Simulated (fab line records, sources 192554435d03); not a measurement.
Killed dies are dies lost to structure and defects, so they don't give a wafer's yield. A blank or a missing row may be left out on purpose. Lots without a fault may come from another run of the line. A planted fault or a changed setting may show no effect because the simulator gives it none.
Chamber matching | flow n5_finfet | N5_FIN_CUT_STRIP_24 on rie_diel-02: 4 sister chambers
The step strips in CF4. 4 wafers are shown with their chamber, then 11 later ones without.

WAFERS WITH THEIR CHAMBER
wafer  | chamber | drypump_motor_current_A (A)
L085.3 | 2       | 5.3
L087.2 | 1       | 6.5
L087.5 | 0       | 6.2
L089.2 | 3       | 5.2

WAFERS WITHOUT THEIR CHAMBER
wafer  | drypump_motor_current_A (A)
L089.3 | 5.3
L089.6 | 5.3
L090.3 | 6.6
L090.4 | 5.2
L090.5 | 5.3
L091.1 | 5.3
L091.2 | 6.5
L091.6 | 6.1
L097.2 | 6.6
L097.3 | 6.2
L097.6 | 6.2

WHICH CHAMBER EACH WENT THROUGH
wafer  | from the rows above     | in truth
L089.3 | can't be placed: 2 or 3 | 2
L089.6 | can't be placed: 2 or 3 | 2
L090.3 | 1                       | 1
L090.4 | can't be placed: 3 or 2 | 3
L090.5 | can't be placed: 2 or 3 | 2
L091.1 | can't be placed: 2 or 3 | 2
L091.2 | 1                       | 1
L091.6 | 0                       | 0
L097.2 | 1                       | 1
L097.3 | 0                       | 0
L097.6 | 0                       | 0
Placed correctly: 6 of 11. Can't be placed from these rows: 5 (the true chamber is among the candidates in 5). Placed wrongly: 0.
How it was worked out, from the rows above alone: a wafer's distance from a chamber is the root of the sum, over the readings, of the square of ((its reading less the chamber's mean) divided by the reading's scatter). The wafer belongs to the nearest chamber; if the next one is less than 2 further off, it can't be placed. A chamber's mean is the mean of its shown wafers. The scatter: with one shown wafer a chamber, the root of the mean of the squares of how far each hidden wafer lies from its nearest shown one.
